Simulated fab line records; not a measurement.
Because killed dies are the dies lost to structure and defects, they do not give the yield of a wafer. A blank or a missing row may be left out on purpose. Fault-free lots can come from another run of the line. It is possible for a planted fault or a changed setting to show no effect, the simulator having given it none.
Matching of chambers :: flow n5-finfet :: thermal-cvd-si-01 running N5_HKMG_FIN_CVD_62: 3 sister chambers
The step deposits a-Si from Si2H6, target thk 3 nm, time 20.8 s. 3 wafers are shown with their chamber, then 12 later ones without.

EACH WAFER AND ITS CHAMBER
wafer: L086.3
chamber: 1
heater-power-w (W): 1312

wafer: L088.2
chamber: 2
heater-power-w (W): 1484

wafer: L088.6
chamber: 0
heater-power-w (W): 1503

WAFERS WITHOUT THEIR CHAMBER
wafer: L090.3
heater-power-w (W): 1466

wafer: L090.4
heater-power-w (W): 1306

wafer: L090.6
heater-power-w (W): 1493

wafer: L092.1
heater-power-w (W): 1471

wafer: L092.2
heater-power-w (W): 1550

wafer: L092.6
heater-power-w (W): 1316

wafer: L094.1
heater-power-w (W): 1522

wafer: L094.5
heater-power-w (W): 1537

wafer: L094.6
heater-power-w (W): 1488

wafer: L096.1
heater-power-w (W): 1298

wafer: L096.2
heater-power-w (W): 1538

wafer: L096.5
heater-power-w (W): 1452

CHAMBER TAKEN BY EACH
wafer: L090.3
from the rows above: can't be placed: 2 or 0
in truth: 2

wafer: L090.4
from the rows above: 1
in truth: 1

wafer: L090.6
from the rows above: can't be placed: 2 or 0
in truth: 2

wafer: L092.1
from the rows above: can't be placed: 2 or 0
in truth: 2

wafer: L092.2
from the rows above: can't be placed: 0 or 2
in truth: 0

wafer: L092.6
from the rows above: 1
in truth: 1

wafer: L094.1
from the rows above: can't be placed: 0 or 2
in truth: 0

wafer: L094.5
from the rows above: can't be placed: 0 or 2
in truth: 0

wafer: L094.6
from the rows above: can't be placed: 2 or 0
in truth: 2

wafer: L096.1
from the rows above: 1
in truth: 1

wafer: L096.2
from the rows above: can't be placed: 0 or 2
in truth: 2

wafer: L096.5
from the rows above: can't be placed: 2 or 0
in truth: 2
3 of 12 placed correctly. Unplaceable from these rows: 9, with the true chamber sitting among the candidates in 9. Number placed wrongly: 0.
How it was worked out, from the rows above alone: a wafer's distance from a chamber is the root of the sum, over the readings, of the square of ((its reading less the chamber's mean) divided by the reading's scatter). The wafer belongs to the nearest chamber; if the next one is less than 2 further off, it can't be placed. For every chamber, the mean is computed from those of its wafers that are shown. The scatter: root of mean squared gap, hidden wafer to nearest shown wafer, with one shown wafer a chamber.
